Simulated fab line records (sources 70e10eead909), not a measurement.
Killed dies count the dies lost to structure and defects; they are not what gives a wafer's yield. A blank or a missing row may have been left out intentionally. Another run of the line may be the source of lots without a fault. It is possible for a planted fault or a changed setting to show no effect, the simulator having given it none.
Struck lot and sound lot, side by side + flow nandHarc + 15 steps out of a route of 1302
Sound: the wafers L139.1, L139.2, L139.6. Wafers L156.3, L156.4, L156.6 were the ones struck. Last of all comes the cause.
At each step with rows: each side's tool, then ch and its chambers, then its first start. Under that, the readings that differ: sound wafers + struck wafers + difference of the means + sigmas: that difference in standard deviations of wafers without a fault.
alike: readings whose means differ by less than 2 such deviations, and words and numbers that are the same on both sides. not compared: withheld readings, readings that some wafer has no value for, bounds like >300 that may hide the same value, and numbers for which the record gives no deviation and whose values overlap.
A row with sigmas, a row that says differs or no value, or rows on one side alone: a step with any of these is where the two part. When numbers do not overlap yet have no deviation, they are printed without sigmas and do not part them. A reading that every wafer of one side lacks parts them only if that side has two wafers or more.

NHARC_A_SGD_CUT_THK_MEAS_22: measures by ellipsometry.
  sound on filmMetro-01 at day 20 12:14; struck on filmMetro-01 at day 27 20:40
  alike: thkNm
then, 2 steps without rows for these wafers: NHARC_A_SGD_CUT_SRD_23; NHARC_A_SGD_CUT_ETCH_26 (etches SiO2 in dHF, target depth 45.8 nm).
NHARC_A_SGD_CUT_ETCHBACK_24: etches the open film in CH3F/O2, target depth 50 nm, time 92.857 s.
  sound on rieDiel-12 ch 0,1,2, day 20 12:30; struck on rieDiel-02 ch 1,2,3, day 27 20:53
  alike: drypumpMotorCurrentA, o2FlowSccm, oesProductAu, rfFwdPowerW, rfVppV, showerheadPlenumPTorr, throttleValvePct
  not compared: rfHoursCounterH
NHARC_A_SGD_CUT_STRIP_28: strips in O2, time 20 s.
  sound on rieDiel-12 ch 1,2; struck on rieDiel-02 ch 1,2, day 27 21:04
  alike: drypumpMotorCurrentA, o2FlowSccm, oesProductAu, rfVppV, showerheadPlenumPTorr, throttleValvePct
  not compared: rfHoursCounterH
NHARC_A_SGD_CUT_INSPECT_25:
  sound on defectInspect-01 at day 20 12:43; struck on defectInspect-01 at day 27 21:10
  alike: rawDefectCount
NHARC_A_SLIT_DEP_25: deposits SiO2, target thk 200 nm.
  sound on pecvd-04 ch 0,1, day 20 12:49; struck on pecvd-01 ch 0,1, day 27 21:18
  alike: heaterPowerW, rfFwdPowerW, throttleValvePct
NHARC_A_SLIT_DEP_00: deposits aC, target thk 6200 nm.
  sound on aclDep-03 ch 0, day 20 16:46; struck on aclDep-01 ch 0, day 28 00:01
  alike: throttleValvePct
NHARC_A_SLIT_DEP_23: deposits SiON, target thk 100 nm.
  sound on pecvd-03 ch 0,2, day 20 20:32; struck on pecvd-04 ch 0,2, day 28 02:35
  alike: heaterPowerW, rfFwdPowerW
then, 3 steps without rows for these wafers: NHARC_A_SLIT_DEHYDRATE_01 (time 120 s); NHARC_A_SLIT_HMDS_02 (time 30 s); NHARC_A_SLIT_COAT_03 (resist thk 90 nm).
NHARC_A_SLIT_SOFTBAKE_04: time 55 s.
  sound on lithoTrack-01 ch 0, day 20 20:00; struck on lithoTrack-06 ch 0, day 28 02:00
| reading               | sound                | struck               | difference | sigmas |
|-----------------------|----------------------|----------------------|------------|--------|
| heaterPowerTotalW (W) | 188.75 188.39 188.66 | 199.57 199.79 199.65 | +11.07     | +85    |
then, 2 steps without rows for these wafers: NHARC_A_SLIT_EBR_05; NHARC_END_SORT_01.

WHERE THEY PART
Only at NHARC_A_SLIT_SOFTBAKE_04, as far as this record shows.

WHY: what the simulator had put in
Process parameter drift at NHARC_A_SLIT_SOFTBAKE_04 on lithoTrack-06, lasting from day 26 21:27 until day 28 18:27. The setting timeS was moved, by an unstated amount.
